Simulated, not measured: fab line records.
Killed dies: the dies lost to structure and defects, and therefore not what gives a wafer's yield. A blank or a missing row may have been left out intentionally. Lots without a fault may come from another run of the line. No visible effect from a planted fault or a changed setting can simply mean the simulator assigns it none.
Comparing a struck lot with a sound one / flow nandHarc / 40 out of 1302 route steps
Sound: these wafers, L936.1, L936.3, L936.4. Struck: wafer L947.3 (L947.4, L947.5, from the same lot, were not struck and are left out); the cause is given at the end.
At each step with rows: each side's tool, then ch and its chambers, then its first start. Under that, the readings that differ: sound wafers / struck wafers / difference of the means / sigmas: that difference in standard deviations of wafers without a fault.
alike: words and numbers the same on both sides, and readings whose means are apart by under 2 such deviations; not compared: readings that were withheld, readings missing a value for some wafer, numbers with overlapping values and no deviation given by the record, and bounds like >300 which may hide the same value.
A row with sigmas, a row that says differs or no value, or rows on one side alone: a step with any of these is where the two part. When numbers do not overlap yet have no deviation, they are printed without sigmas and do not part them. Lack of a reading on every wafer of one side parts them only where that side has two or more wafers.

NHARC_P_BONDPAD_OVL_MEAS_38:
  sound on overlay-02, day 6 10:14; struck on overlay-02, day 11 04:23
  alike: overlayXNm, overlayYNm
then, 3 steps without rows for these wafers: NHARC_P_BONDPAD_HARDBAKE_10 (time 65 s); NHARC_P_BONDPAD_DESCUM_11 (chemistry O2, time 3 s); NHARC_P_BONDPAD_ETCH_37 (etches the open film in N2/H2, target depth 60 nm, overetch 18 nm, time 65.91 s).
NHARC_P_BONDPAD_ETCH_12: etches the open film in CHF3/O2, target depth 200 nm, time 100 s.
  sound on rieDiel-09 ch 0,2,3; struck on rieDiel-09 ch 1
reading=drypumpMotorCurrentA (A); sound=6.0 5.5 6.5; struck=5.2; difference=-0.8; sigmas=-2
reading=rfHoursCounterH (h); sound=7.5 7.2 7.1; struck=5.9; difference=-1.4; sigmas=
  alike: biasW, chf3FlowSccm, oesProductAu, rfVppV, showerheadPlenumPTorr, throttleValvePct
NHARC_P_BONDPAD_CD_MEAS_13:
  sound on cdSem-03, day 6 10:41; struck on cdSem-02, day 11 04:50
  alike: cdNm
then, 3 steps without rows for these wafers: NHARC_P_BONDPAD_STRIP_15 (strips in O2); NHARC_P_BONDPAD_ETCH_24 (etches the open film in CF4/N2, target depth 30 nm, time 72.99 s); NHARC_P_BONDPAD_STRIP_16 (strips in post etch residue remover, time 600 s).
NHARC_P_BONDPAD_DEGAS_25: time 60 s.
  sound on pvdSputter-03, day 6 11:19; struck on pvdSputter-01, day 11 05:27
  alike: heaterPowerW
then, 2 steps without rows for these wafers: NHARC_P_BONDPAD_PRE_CLEAN_26 (time 30 s); NHARC_P_BONDPAD_PVD_17 (deposits TaN, target thk 5 nm, time 8.06 s).
NHARC_P_BONDPAD_PVD_27: deposits Cu, target thk 30 nm, time 20.49 s.
  sound on pvdSputter-03, day 6 11:32; struck on pvdSputter-01, day 11 05:40
  alike: chamberPressurePa, throttleValvePct
then, 4 steps without rows for these wafers: NHARC_P_BONDPAD_ECD_18 (material Cu, target thk 400 nm); NHARC_P_BONDPAD_ANNEAL_28 (time 90 s); NHARC_P_BONDPAD_CMP_19 (polishes, t overpolish 30 s, cu recess touch 16 s, target thk 160.81 nm); NHARC_P_BONDPAD_SRD_21 (time 30 s, dry time 20 s).
NHARC_P_BONDPAD_INSPECT_23:
  sound on defectInspect-01, day 6 13:00; struck on defectInspect-02, day 11 07:24
  alike: rawDefectCount
then, 3 steps without rows for these wafers: NHARC_P_BONDPAD_ACTIVATE_29 (chemistry N2, time 60 s); NHARC_P_BONDPAD_PRECLEAN_30 (cleans in DIW, time 300 s); NHARC_P_BONDPAD_SRD_31 (time 30 s, dry time 20 s).
NHARC_A_START_INSPECT_01:
  sound wafers here have rows in the record (defectInspect-01, day 6 13:28); struck ones have none
then, 11 steps without rows for these wafers: NHARC_A_ZERO_WELL_PRECLEAN_00 (cleans in SPM, time 600 s); NHARC_A_ZERO_WELL_SRD_01; NHARC_A_ZERO_WELL_DEHYDRATE_02 (time 120 s); NHARC_A_ZERO_WELL_HMDS_03 (time 30 s); NHARC_A_ZERO_WELL_COAT_18 (time 65 s); NHARC_A_ZERO_WELL_COAT_04 (resist thk 600 nm); NHARC_A_ZERO_WELL_SOFTBAKE_05 (time 70 s); NHARC_A_ZERO_WELL_EBR_06; NHARC_A_ZERO_WELL_EXPOSE_07 (exposes mask A ZERO); NHARC_A_ZERO_WELL_PEB_08 (peb time 80 s); NHARC_A_ZERO_WELL_DEVELOP_09 (time 50 s).
NHARC_A_ZERO_WELL_CD_MEAS_10 targets a cd of 2000 nm.
  the record has rows for the sound wafers here (cdSem-01 ch 0, day 6 14:11) and none for the struck ones
then, 1 step without rows for these wafers: NHARC_A_ZERO_WELL_HARDBAKE_11 (time 65 s).
NHARC_A_ZERO_WELL_DESCUM_12: chemistry O2, time 3 s.
  the record has rows for the sound wafers here (rieDiel-12 ch 0,2,3, day 6 14:20) and none for the struck ones
NHARC_A_ZERO_WELL_ETCH_19: etches the open film in N2/H2, target depth 80 nm, overetch 24 nm, time 87.88 s.
  the record has rows for the sound wafers here (rieDiel-12 ch 1,2,3, day 6 14:26) and none for the struck ones
NHARC_A_ZERO_WELL_ETCH_13: etches the open film in HBr/Cl2, target depth 120 nm, time 40.1 s.
  the record has rows for the sound wafers here (rieSi-04 ch 0,1,2, day 6 14:34) and none for the struck ones
then, 1 step without rows for these wafers: NHARC_A_ZERO_WELL_STRIP_14 (strips in SPM, time 900 s).
-- record jumps: 18 days between struck wafers' starts before vs after; left off in module A_ZERO_WELL, resumes in module END, first step shown is number 1302 of the route --
NHARC_END_SORT_01:
  at this point the record logs the struck wafers (prober-02 ch 0, day 28 23:49) and has no rows for the sound ones

== WHERE THEY PART ==
At NHARC_P_BONDPAD_ETCH_12 first; at NHARC_END_SORT_01 last (within this record only).

WHY: the cause the simulator had injected
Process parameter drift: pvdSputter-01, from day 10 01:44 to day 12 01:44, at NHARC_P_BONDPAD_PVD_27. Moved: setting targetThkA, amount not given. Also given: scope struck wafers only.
